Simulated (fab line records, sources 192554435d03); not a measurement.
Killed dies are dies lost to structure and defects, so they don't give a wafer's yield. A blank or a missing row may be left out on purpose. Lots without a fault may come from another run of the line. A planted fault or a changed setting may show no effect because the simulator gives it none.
Chamber matching | flow n5_finfet | N5_FIN_SAQP_STRIP_55 on rie_diel-01: 4 sister chambers
The step strips in N2/H2. 16 wafers are shown with their chamber, then 8 later ones without.

WAFERS WITH THEIR CHAMBER
wafer  | chamber | drypump_motor_current_A (A) | showerhead_plenum_p_Torr (Torr) | throttle_valve_pct (%)
L075.4 | 1       | 5.8                         | 3.36                            | 20.0
L075.5 | 2       | 5.3                         | 3.53                            | 19.1
L075.6 | 1       | 5.8                         | 3.36                            | 20.0
L076.2 | 2       | 5.3                         | 3.53                            | 19.1
L076.3 | 3       | 6.0                         | 3.41                            | 18.8
L076.6 | 1       | 5.8                         | 3.36                            | 20.0
L078.2 | 2       | 5.3                         | 3.53                            | 19.2
L078.3 | 0       | 6.3                         | 3.43                            | 19.0
L078.4 | 1       | 5.8                         | 3.36                            | 20.0
L079.1 | 3       | 6.0                         | 3.40                            | 18.8
L079.2 | 2       | 5.3                         | 3.53                            | 19.2
L079.6 | 0       | 6.4                         | 3.43                            | 19.0
L081.1 | 1       | 5.8                         | 3.35                            | 20.0
L081.3 | 3       | 6.0                         | 3.40                            | 18.9
L081.6 | 2       | 5.3                         | 3.53                            | 19.2
L087.3 | 3       | 6.0                         | 3.39                            | 18.9

SIGNATURES (means of the wafers above)
reading                  | chamber 0 | chamber 1 | chamber 2 | chamber 3 | scatter within a chamber
drypump_motor_current_A  | 6.350     | 5.800     | 5.300     | 6.000     | 0.0204
showerhead_plenum_p_Torr | 3.4300    | 3.3580    | 3.5300    | 3.4000    | 0.00483
throttle_valve_pct       | 19.000    | 20.000    | 19.160    | 18.850    | 0.0428
Rule: a wafer's distance from a chamber is the root of the sum, over the readings, of the square of ((its reading less the chamber's mean) divided by the reading's scatter). The wafer belongs to the nearest chamber; if the next one is less than 2 further off, it can't be placed. The scatter: the root of (the sum of the squares of (reading less its chamber's mean) over the shown wafers, divided by (wafers less chambers)).

WAFERS WITHOUT THEIR CHAMBER
wafer  | drypump_motor_current_A (A) | showerhead_plenum_p_Torr (Torr) | throttle_valve_pct (%)
L087.5 | 6.3                         | 3.42                            | 19.1
L087.6 | 6.0                         | 3.39                            | 18.9
L090.1 | 6.3                         | 3.41                            | 19.1
L090.3 | 5.8                         | 3.34                            | 20.0
L090.5 | 5.8                         | 3.34                            | 20.1
L091.2 | 6.4                         | 3.41                            | 19.0
L091.5 | 6.0                         | 3.39                            | 18.9
L091.6 | 5.3                         | 3.52                            | 19.2

WHICH CHAMBER EACH WENT THROUGH
wafer  | from the rows above | in truth
L087.5 | 0                   | 0
L087.6 | 3                   | 3
L090.1 | 0                   | 0
L090.3 | 1                   | 1
L090.5 | 1                   | 1
L091.2 | 0                   | 0
L091.5 | 3                   | 3
L091.6 | 2                   | 2
Placed correctly: 8 of 8. Can't be placed from these rows: 0. Placed wrongly: 0.
